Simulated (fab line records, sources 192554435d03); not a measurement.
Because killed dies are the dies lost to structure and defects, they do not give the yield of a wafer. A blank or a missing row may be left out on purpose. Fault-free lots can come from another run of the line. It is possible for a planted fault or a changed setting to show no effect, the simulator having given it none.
Matching of chambers	flow n5_finfet	N5_MOL_CONTACT_COAG_ETCH_67 on rie_diel-03: 4 sister chambers
The step etches SOC in N2/H2, target depth 60 nm, overetch 21 nm, time 101.2 s. 8 wafers are shown with their chamber, then 10 later ones without.

## WAFERS, EACH WITH ITS CHAMBER
wafer	chamber	drypump_motor_current_A (A)	throttle_valve_pct (%)
L079.6	0	6.3	17.93
L082.2	2	5.5	17.83
L082.5	3	6.0	17.65
L086.1	1	6.4	17.70
L086.4	0	6.3	17.96
L086.6	2	5.5	17.84
L088.2	3	5.9	17.67
L088.5	1	6.3	17.74

## WAFERS WITHOUT THEIR CHAMBER
wafer	drypump_motor_current_A (A)	throttle_valve_pct (%)
L088.6	6.2	17.96
L089.4	5.9	17.69
L089.5	6.3	17.72
L089.6	6.3	17.97
L092.1	6.3	17.98
L092.2	5.9	17.70
L092.6	5.9	17.70
L094.1	6.4	17.74
L094.5	5.5	17.39
L094.6	5.9	17.70

## WHICH CHAMBER EACH ONE RAN IN
wafer	from the rows above	in truth
L088.6	0	0
L089.4	3	3
L089.5	1	1
L089.6	0	0
L092.1	0	0
L092.2	3	3
L092.6	3	3
L094.1	1	1
L094.5	3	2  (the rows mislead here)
L094.6	3	3
Correct placement for 9 of the 10. Number that these rows cannot place: 0. 1 placed wrongly.
How it was worked out, from the rows above alone: a wafer's distance from a chamber is the root of the sum, over the readings, of the square of ((its reading less the chamber's mean) divided by the reading's scatter). If the next closest chamber is less than 2 further off than the closest, the wafer can't be placed; otherwise it belongs to the closest. For every chamber, the mean is computed from those of its wafers that are shown. How the scatter is found: for the shown wafers, subtract from each reading the mean of its chamber, square and add these, divide the total by (wafers less chambers), then take the root.
